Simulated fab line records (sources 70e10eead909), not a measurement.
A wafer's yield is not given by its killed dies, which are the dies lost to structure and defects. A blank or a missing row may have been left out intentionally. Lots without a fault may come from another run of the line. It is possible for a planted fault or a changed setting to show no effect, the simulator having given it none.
Chamber matching -- flow nand_harc -- NHARC_P_M1_PRE_CLEAN_32 on pecvd-03 has 3 sister chambers
The step time 12 s. 16 wafers are shown with their chamber, then 8 later ones without.

== WAFERS PAIRED WITH THEIR CHAMBERS ==
wafer,chamber,heater_power_w (W),heater_power_outer_w (W),rf_fwd_power_W (W)
L075.2,2,622,322,291.8
L075.3,0,490,288,292.5
L075.5,1,764,408,290.3
L084.3,1,834,463,291.0
L084.4,2,584,325,294.0
L084.6,1,850,458,292.7
L083.2,1,743,388,290.9
L083.3,0,596,333,291.9
L083.4,1,733,381,291.6
L085.2,2,623,357,292.9
L085.3,0,551,311,293.8
L085.5,2,627,360,292.6
L087.3,0,564,324,292.9
L087.4,1,726,382,290.9
L087.6,0,574,334,292.0
L088.2,0,567,321,291.8

SIGNATURES (means of the wafers above)
reading,chamber 0,chamber 1,chamber 2,scatter within a chamber
heater_power_w,557.00,775.00,614.00,41.2
heater_power_outer_w,318.50,413.33,341.00,27.5
rf_fwd_power_W,292.483,291.233,292.825,0.826
Rule: for a wafer and a chamber, the distance is found by dividing, reading by reading, the gap between the wafer's reading and the chamber's mean by the reading's scatter, squaring, summing and taking the root. The wafer belongs to the nearest chamber; if the next one is less than 2 further off, it can't be placed. The scatter is the square root of a quotient: the sum, over the shown wafers, of each reading's squared deviation from its chamber's mean, divided by wafers minus chambers.

== WAFERS WITH NO CHAMBER GIVEN ==
wafer,heater_power_w (W),heater_power_outer_w (W),rf_fwd_power_W (W)
L088.3,629,357,292.1
L088.6,780,402,293.4
L091.3,774,411,293.0
L091.4,787,409,294.2
L091.5,568,309,292.7
L097.1,586,341,292.5
L097.3,703,381,291.9
L097.5,590,340,292.6

== WHICH CHAMBER EACH WENT THROUGH ==
wafer,from the rows above,in truth
L088.3,can't be placed: 2 or 0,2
L088.6,can't be placed: 1 or 2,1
L091.3,1,1
L091.4,can't be placed: 1 or 2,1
L091.5,can't be placed: 0 or 2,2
L097.1,can't be placed: 2 or 0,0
L097.3,can't be placed: 1 or 2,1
L097.5,can't be placed: 2 or 0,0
Correctly placed: 1 of 8. Not placeable from these rows: 7 (in 7, the candidates include the true chamber). Wrongly placed: 0.
